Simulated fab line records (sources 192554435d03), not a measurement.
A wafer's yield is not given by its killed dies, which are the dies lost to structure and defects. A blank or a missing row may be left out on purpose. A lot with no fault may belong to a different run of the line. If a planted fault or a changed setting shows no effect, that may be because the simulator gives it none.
Chamber matching -- flow n5 finfet -- N5_BEOL_M6_PECVD_70 on pecvd-04 has 3 sister chambers
The step deposits SiO2 from TEOS/O2, target thk 20 nm, time 22.7 s. 3 wafers are shown with their chamber, then 11 later ones without.

== EACH WAFER AND ITS CHAMBER ==
wafer,chamber,throttle valve pct (%)
L085.1,1,23.3
L085.3,2,21.9
L092.2,0,22.4

== WAFERS WITHOUT THEIR CHAMBER ==
wafer,throttle valve pct (%)
L092.5,23.1
L092.6,22.1
L094.1,22.5
L094.2,22.0
L094.3,23.1
L097.1,23.3
L097.3,22.4
L097.6,23.1
L096.4,22.3
L096.5,22.8
L096.6,23.3

== THE CHAMBER EACH PASSED THROUGH ==
wafer,from the rows above,in truth
L092.5,1,1
L092.6,can't be placed: 2 or 0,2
L094.1,0,0
L094.2,can't be placed: 2 or 0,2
L094.3,1,1
L097.1,1,1
L097.3,0,0
L097.6,1,1
L096.4,can't be placed: 0 or 2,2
L096.5,can't be placed: 0 or 1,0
L096.6,1,1
7 of 11 placed correctly. Unplaceable from these rows: 4, with the true chamber sitting among the candidates in 4. Wrongly placed: 0.
How it was worked out, from the rows above alone: a wafer's distance from a chamber is the root of the sum, over the readings, of the square of ((its reading less the chamber's mean) divided by the reading's scatter). If the next closest chamber is less than 2 further off than the closest, the wafer can't be placed; otherwise it belongs to the closest. Each chamber's mean is taken over the wafers shown for it. The scatter (one wafer shown for each chamber): square how far every hidden wafer sits from the nearest shown wafer, average those squares and take the square root.
